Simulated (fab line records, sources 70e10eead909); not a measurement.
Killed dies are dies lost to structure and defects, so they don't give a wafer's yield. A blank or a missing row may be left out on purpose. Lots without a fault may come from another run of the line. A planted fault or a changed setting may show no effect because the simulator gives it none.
fab line records | flow nand_harc
record lots=5 wafers=15 last_day=24
route steps=1159 shown A_CHANNEL_FILL_D1@490 A_STAIRCASE@519 END@1159
lots that met no fault: from a run of the same line without faults
start_h: hours from the record's first day to the start of the lot's first wafer shown | wait_h: hours since the lot's step before | " the same as in the row above | L1.1+2: a row that stands for several wafers | - no value, or no start given | * or withheld: withheld | < > ~ a bound
route shown NAME@n: a module of which the file shows steps, and the number in the route of the first | usual: mean/standard deviation of fault-free wafers | same: alike in all rows | chamber/n: place in a boat | sites: the reading at each site | _std_site: their standard deviation | _edge_site: outer sites' mean less inner sites' | radius_mm: how far each site lies from the wafer's centre | mask NAME#n: copy n | behind: the tool/chamber that last shaped the wafer | hold: why the lot was held/for how many hours/how that ended | device: the transistor (n, p or np) that didn't switch | end of line: the same wafers' tests at the end of the route | a step without rows: its recipe alone | killed: dies lost to structure and defects at the first sort, not the wafer's yield | map: a wafer's dies, x killed, . not, _ none there
set.NAME: the setting as run; set.NAME@STEP: as run at that earlier step | model.NAME: the simulator's own value behind a step, which no gauge read
lots at some steps of the route; a table a step, a row a wafer
services: from which hour (start_h, from the record's first day; less than 0 if before it) a tool's chamber was out of use, for how many hours, and why
## steps
# step NHARC_A_CHANNEL_FILL_D1_PRECLEAN_00
# recipe time_s=* temp_c=50 bath_age_min=0 chemistry=SC1
# step NHARC_A_CHANNEL_FILL_D1_SRD_01
# step NHARC_A_CHANNEL_FILL_D1_ALD_02
# recipe target_thk_a=60 pulse_time_s=10 ald_cycles=60 temp_c=300 material=SiO2
# step NHARC_A_CHANNEL_FILL_D1_ALD_03
# recipe target_thk_a=60 pulse_time_s=60 ald_cycles=58 temp_c=630 pressure_torr=2 material=SiNx
# usual precursor_pulse_height_rel=1.000/0.02
# columns lot.wafer tool chamber start_h wait_h precursor_pulse_height_rel
L479.2 ald_sin_batch-03 0 - - 1.029
L479.3 " 0 " " 1.003
L479.5 " 0 " " 1.015
L482.1 ald_sin_batch-02 0 - - 0.996
L482.3 " 0 " " 0.996
L482.4 " 0 " " 1.009
L488.1 ald_sin_batch-01 0 - - 1.004
L488.2 " 0 " " 0.984
L488.3 " 0 " " 1.007
L494.1 ald_sin_batch-02 0 - - 0.996
L494.2 " 0 " " 0.997
L494.4 " 0 " " 1.011
L495.2 ald_sin_batch-01 0 - - 1.013
L495.3 " 0 " " 1.007
L495.5 " 0 " " 1.015
# step NHARC_A_CHANNEL_FILL_D1_ALD_14
# recipe target_thk_a=25 pulse_time_s=10 ald_cycles=25 temp_c=300 material=SiO2
# step NHARC_A_CHANNEL_FILL_D1_ALD_15
# recipe target_thk_a=20 pulse_time_s=60 ald_cycles=19 temp_c=630 pressure_torr=2 material=SiNx
# step NHARC_A_CHANNEL_FILL_D1_ALD_16
# recipe target_thk_a=15 pulse_time_s=10 ald_cycles=15 temp_c=300 material=SiO2
# usual heater_power_w=475/42 precursor_pulse_height_rel=0.999/0.018
# columns lot.wafer tool chamber start_h wait_h heater_power_w precursor_pulse_height_rel
L479.2 ald_hk-02 3 224.64 0.0 439 0.988
L479.3 " 2 " " 520 1.007
L479.5 " 3 " " 434 0.989
L482.1 ald_hk-02 0 236.29 0.1 413 1.026
L482.4 " 1 " " 477 0.998
L482.3 " 2 " " 525 0.989
L488.2 ald_hk-01 1 288.18 0.1 444 1.016
L488.3 " 2 " " 527 1.006
L488.1 " 0 " " 409 0.977
L494.2 ald_hk-02 1 312.70 0.1 458 0.986
L494.1 " 2 " " 515 1.015
L494.4 " 3 " " 471 1.004
L495.2 ald_hk-01 1 336.54 0.1 460 0.976
L495.3 " 2 " " 528 1.013
L495.5 " 0 " " 422 0.980
# step NHARC_A_CHANNEL_FILL_D1_ANNEAL_17
# recipe temp_c=850 time_s=1800
# step NHARC_A_CHANNEL_FILL_D1_CVD_18
# recipe target_thk_a=30 temp_c=550 material=poly-Si
# step NHARC_A_CHANNEL_FILL_D1_ETCHBACK_19
# recipe target_depth_a=50 time_s=1.7 hbr_flow_sccm=150 cl2_flow_sccm=50 rf_w=400 icp_w=400 bias_w=100 chemistry=HBr/Cl2
# step NHARC_A_CHANNEL_FILL_D1_ETCHBACK_20
# recipe target_depth_a=270 time_s=13.5 c4f8_flow_sccm=withheld o2_flow_sccm=8 ar_flow_sccm=withheld rf_w=600 bias_w=1500 chemistry=C4F8/O2/Ar
# step NHARC_A_CHANNEL_FILL_D1_STRIP_28
# recipe time_s=20 o2_flow_sccm=500 ar_flow_sccm=0 bias_w=0 chemistry=O2
# step NHARC_A_CHANNEL_FILL_D1_PRECLEAN_21
# recipe time_s=30 chemistry=dHF
# columns lot.wafer tool chamber start_h wait_h
L479.5+2+3 wet_bench-05 7,0,1 236.72 -
L482.4+3+1 wet_bench-07 0,1,3 248.50 -
L488.2+1+3 wet_bench-07 6,0,3 300.07 -
L494.4+2+1 wet_bench-07 6,2,3 325.57 -
L495.5+3+2 wet_bench-05 6,0,2 348.63 -
# step NHARC_A_CHANNEL_FILL_D1_SRD_23
# step NHARC_A_CHANNEL_FILL_D1_CVD_05
# recipe target_thk_a=50 temp_c=550 material=poly-Si
# step NHARC_A_CHANNEL_FILL_D1_ANNEAL_22
# recipe temp_c=620 time_s=7200
# step NHARC_A_CHANNEL_FILL_D1_ALD_25
# recipe target_thk_a=600 pulse_time_s=10 ald_cycles=600 temp_c=300 material=SiOx
# step NHARC_A_CHANNEL_FILL_D1_ETCHBACK_08
# recipe target_depth_a=2200 time_s=110 c4f8_flow_sccm=20 ar_flow_sccm=withheld rf_w=600 bias_w=300 chemistry=C4F8
# usual oes_product_au=0.95/0.036 rf_vpp_V=439.9/2.2
# columns lot.wafer tool chamber start_h wait_h oes_product_au rf_hours_counter_h rf_vpp_V
L479.3 rie_diel-03 2 - - 0.93 7 438.0
L479.2 " 0 " " 0.93 7 440.4
L479.5 " 2 " " 0.93 - 436.5
L482.3 rie_diel-09 1 - - 1.00 0 440.6
L482.4 " 2 " " 1.00 0 439.6
L482.1 " 0 " " 1.00 0 437.8
L488.2 rie_diel-09 3 - - 0.99 2 437.8
L488.1 " 0 " " 1.00 2 435.7
L488.3 " 1 " " 1.00 2 441.1
L494.2 rie_diel-09 2 - - 0.93 4 439.9
L494.1 " 3 " " 0.94 3 439.7
L494.4 " 3 " " 0.94 - 438.5
L495.3 rie_diel-11 3 - - 0.91 4 441.4
L495.2 " 1 " " 0.93 4 437.1
L495.5 " 3 " " 0.92 - 442.8
# step NHARC_A_CHANNEL_FILL_D1_STRIP_29
# recipe time_s=20 o2_flow_sccm=500 ar_flow_sccm=0 bias_w=0 chemistry=O2
# usual drypump_motor_current_A=5.5/0.37 oes_product_au=1.000/0.0088 rf_vpp_V=57.7/0.85 showerhead_plenum_p_Torr=3.47/0.11 throttle_valve_pct=17.035/0.009
# columns lot.wafer tool chamber start_h wait_h drypump_motor_current_A oes_product_au rf_hours_counter_h rf_vpp_V showerhead_plenum_p_Torr throttle_valve_pct
L479.2 rie_diel-03 2 - - 5.3 1.009 7 58.0 3.35 17.024
L479.3 " 0 " " 6.3 1.003 7 57.6 3.42 17.028
L479.5 " 2 " " 5.3 1.006 - 58.0 3.35 17.035
L482.3 rie_diel-09 1 - - 6.1 1.006 0 58.3 3.54 17.049
L482.4 " 2 " " 5.0 0.991 0 58.3 3.50 17.037
L482.1 " 3 " " 5.1 1.008 0 58.5 3.42 17.026
L488.3 rie_diel-09 3 - - 5.2 1.004 2 59.1 3.42 17.032
L488.1 " 0 " " 4.9 1.006 2 56.8 3.32 17.033
L488.2 " 1 " " 6.0 1.022 2 56.6 3.54 17.034
L494.1 rie_diel-09 1 343.84 0.1 6.0 1.006 3 58.6 3.54 17.029
L494.2 " 2 " " 5.0 0.999 4 57.3 3.50 17.026
L494.4 " 3 " " 5.2 1.008 - 57.0 3.42 17.043
L495.2 rie_diel-11 1 - - 5.5 1.002 4 56.7 3.31 17.032
L495.3 " 3 " " 5.1 1.005 4 56.7 3.58 17.044
L495.5 " 0 " " 5.8 0.995 - 56.8 3.48 17.036
# step NHARC_A_CHANNEL_FILL_D1_PRECLEAN_30
# recipe time_s=30 chemistry=dHF
# step NHARC_A_CHANNEL_FILL_D1_SRD_31
# step NHARC_A_CHANNEL_FILL_D1_CVD_09
# recipe target_thk_a=1500 temp_c=620 pressure_mtorr=200 time_s=3000 material=poly-Si
# step NHARC_A_CHANNEL_FILL_D1_CMP_10
# recipe target_thk_nm=150
# step NHARC_A_CHANNEL_FILL_D1_SRD_12
# step NHARC_A_CHANNEL_FILL_D1_RTA_24
# recipe temp_c=1000 time_s=5
# step NHARC_A_STAIRCASE_DEP_156
# recipe target_thk_a=500 temp_c=400 target_thk_nm=50 flow_sccm=200 rf_w=450 material=SiNx
# step NHARC_A_STAIRCASE_DEHYDRATE_158
# recipe temp_c=150 time_s=120
# step NHARC_A_STAIRCASE_HMDS_159
# recipe time_s=30
# step NHARC_A_STAIRCASE_COAT_160
# recipe spin_rpm=1200
# step NHARC_A_STAIRCASE_SOFTBAKE_161
# recipe temp_c=135 time_s=170
# step NHARC_A_STAIRCASE_EBR_162
# step NHARC_A_STAIRCASE_EXPOSE_163
# recipe na=0.5 dose_mj=20.01 mask_id=STAIR_OPEN
# step NHARC_A_STAIRCASE_PEB_164
# recipe peb_temp_c=115 peb_time_s=130
# step NHARC_A_STAIRCASE_DEVELOP_165
# recipe time_s=140
# step NHARC_A_STAIRCASE_HARDBAKE_167
# recipe temp_c=120 time_s=140
# step NHARC_A_STAIRCASE_DESCUM_168
# recipe time_s=3 o2_flow_sccm=200 ar_flow_sccm=0 bias_power_w=0 chemistry=O2
# step NHARC_A_STAIRCASE_ETCH_169
# recipe target_depth_a=500 time_s=107.1 ion_energy_ev=120 ch3f_flow_sccm=50 o2_flow_sccm=30 ar_flow_sccm=200 rf_w=500 bias_w=100 chemistry=CH3F/O2
# usual ch3f_flow_sccm=50.00/0.13 drypump_motor_current_A=5.8/0.49 oes_product_au=0.947/0.019 rf_vpp_V=244.6/1.5 showerhead_plenum_p_Torr=2.46/0.091 throttle_valve_pct=20.663/0.0086
# columns lot.wafer tool chamber start_h wait_h ch3f_flow_sccm drypump_motor_current_A oes_product_au rf_hours_counter_h rf_vpp_V showerhead_plenum_p_Torr throttle_valve_pct
L479.2 rie_diel-06 2 261.62 0.1 50.14 6.1 0.954 5 245.0 2.52 20.663
L479.3 " 3 " " 49.98 6.1 0.967 4 246.2 2.57 20.648
L479.5 " 1 " " 50.02 5.9 0.945 - 245.8 2.55 20.664
L482.4 rie_diel-06 1 273.36 0.1 49.83 5.9 0.929 8 245.4 2.55 20.646
L482.1 " 3 " " 50.11 6.1 0.953 8 247.2 2.56 20.664
L482.3 " 0 " " 50.03 5.2 0.952 8 245.1 2.42 20.661
L488.2 rie_diel-08 3 324.93 0.1 49.89 5.2 0.958 6 244.1 2.41 20.678
L488.1 " 0 " " 50.20 5.8 0.978 5 242.9 2.37 20.672
L488.3 " 2 " " 49.97 5.8 0.963 6 241.8 2.30 20.678
L494.2 rie_diel-08 1 351.34 0.1 50.03 6.5 0.952 14 245.5 2.57 20.662
L494.4 " 3 " " 50.01 5.2 0.935 16 244.1 2.40 20.671
L494.1 " 0 " " 50.10 5.8 0.952 13 243.7 2.36 20.672
L495.3 rie_diel-08 2 373.30 0.1 50.06 5.8 0.967 24 241.4 2.30 20.663
L495.2 " 3 " " 50.25 5.2 0.970 24 244.7 2.40 20.657
L495.5 " 2 " " 50.10 5.8 0.960 - 242.1 2.30 20.665
# step NHARC_END_SORT_01
# recipe temp_c=25
# usual killed_at_array=29/8.4 killed_at_other=0.7/1.2 killed_at_periphery=3.8/2.1 killed_dies=33/9 killed_open=3.4/2 killed_short=2.1/1.4
# same gross_dies=677
# columns lot.wafer tool chamber start_h wait_h killed_at_array killed_at_other killed_at_periphery killed_dies killed_open killed_short
L488.1 prober-02 0 534.46 2.5 28 0 2 30 5 1
L488.2 prober-02 0 535.26 2.8 26 0 2 28 3 2
L488.3 prober-02 0 536.06 3.1 30 0 3 33 6 1
L494.2 prober-01 0 558.89 2.8 104 0 4 108 2 2
# killed by level:class
L488.1 A_CHANNEL_HOLE_D1:chamber_film_flake=20 A_WL_FILL:geometric_particle:open=2 A_M1:chamber_film_flake=2 P_STI:geometric_particle:short=1 P_M0:geometric_particle:open=1 A_CONTACT:geometric_particle:open=1 A_M0:geometric_particle:open=1 A_WL_FILL:chamber_film_flake=1
L488.2 A_CHANNEL_HOLE_D1:chamber_film_flake=17 A_STAIRCASE:chamber_film_flake=3 A_WL_FILL:geometric_particle:open=2 P_M0:geometric_particle:short=1 A_CHANNEL_FILL_D1:geometric_particle:open=1 A_CHANNEL_FILL_D1:geometric_particle:short=1 P_GATE:chamber_film_flake=1 A_CONTACT:chamber_film_flake=1
L488.3 A_CHANNEL_HOLE_D1:chamber_film_flake=20 A_STAIRCASE:chamber_film_flake=4 A_CONTACT:geometric_particle:open=3 P_M0:geometric_particle:open=2 A_ZERO_WELL:chamber_film_flake=2 P_CONTACT:geometric_particle:open=1 A_CHANNEL_FILL_D1:geometric_particle:short=1
L494.2 A_CHANNEL_FILL_D1:unspecified=68 A_SLIT:chamber_film_flake=14 A_CHANNEL_HOLE_D1:chamber_film_flake=12 A_STAIRCASE:chamber_film_flake=3 A_BLC:chamber_film_flake=3 P_CONTACT:geometric_particle:open=1 A_ONON_D1:geometric_particle:short=1 A_CHANNEL_FILL_D1:geometric_particle:open=1
# map L494.2 (x killed, . not)
____________.____________
_________...x..._________
_______..........._______
______...xx........______
_____............x.x_____
____.....x........x..____
____....x........x...____
___........x...x.xxx..___
___..x..........xxxxxx___
__.....xx.x....xxxxxxxx__
__............x.xxxxxxx__
_.........x...xxxxxxxx.._
_.........x....xxxxxxxx._
_................xxxxx.._
_...............xxxxxx.x_
_..............xxxxxxx.._
....x.x............xx..x.
.................x.......
.........................
.........................
.......x.................
_x......x...x..........._
_.....x................._
_...xx.x..x............._
_.....x................x_
_.....xx....x..........._
__...xx..x.............__
__.....................__
___.....x.x.x.........___
___...x...x...........___
____..x...x......x...____
____.................____
_____..............._____
______.............______
_______..........._______
_________......._________
____________.____________
# map L488.3 (x killed, . not)
____________.____________
_________......._________
_______...xx......_______
______.............______
_____........x......_____
____.................____
____.................____
___.........x.........___
___...................___
__.....................__
__..................x..__
_......................._
_......................._
_.................x.x..._
_......................._
_.................x....._
...................x.....
...................x.x...
.................x.......
..................xx.x...
..........x......x.......
_................x..x..x_
_..................xxx.._
_............x.....x.x.._
_.................x...x._
_.......x..............._
__..........x.......x..__
__.....................__
___...................___
___...................___
____..............x..____
____.................____
_____..............._____
______..........x..______
_______..........._______
_________......._________
____________.____________
## services
# columns tool chamber start_h hours kind
wet_bench-05 - 196.80 8.0 pm
rie_diel-08 1 212.14 10.4 repair
rie_diel-03 - 215.33 9.0 pm
rie_diel-08 2 215.41 3.8 repair
rie_diel-08 0 216.33 1.2 repair
rie_diel-09 3 220.59 1.2 repair
rie_diel-08 0 221.02 31.8 repair
rie_diel-09 - 228.14 26.2 repair
ald_hk-01 - 229.01 10.0 pm
rie_diel-08 3 240.57 5.9 repair
rie_diel-06 - 241.21 9.0 pm
rie_diel-08 2 245.58 13.5 repair
rie_diel-09 - 254.38 9.0 pm
rie_diel-03 2 255.59 13.9 repair
ald_hk-02 - 256.30 1.3 repair
wet_bench-07 - 272.00 8.0 pm
wet_bench-05 - 272.20 0.9 repair
rie_diel-09 1 275.54 7.0 repair
rie_diel-09 3 275.74 8.9 repair
rie_diel-06 - 289.23 1.7 repair
rie_diel-08 - 301.88 9.0 pm
rie_diel-06 1 302.71 4.0 repair
rie_diel-11 2 313.25 14.0 repair
rie_diel-09 0 336.09 15.1 repair
## key
first_sign step=NHARC_END_SORT_01 reading=killed_at_array direction=up sigmas=8.9 usual=29 struck=104
effect step=NHARC_END_SORT_01 reading=killed_dies direction=up sigmas=8.3 usual=33 struck=108
more_kills_born_at NHARC_A_CHANNEL_FILL_D1_PRECLEAN_21@wet_bench-07=68
met_at NHARC_A_CHANNEL_FILL_D1_PRECLEAN_21
struck_wafers L494.2
tester_left_out L494
fault kind=chamber_particle_source tool=wet_bench-07 chamber=2 onset_h=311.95 steps=NHARC_A_CHANNEL_FILL_D1_PRECLEAN_21 rate_per_visit_cm2=0.44276 end_h=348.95
# tester_left_out: of these lots the tester's yield and bins aren't shown, on N5 and GAA mostly nor the transistor test; their killed dies are dies lost to structure and defects alone, not to doping, threshold or leakage, so they don't give the yield
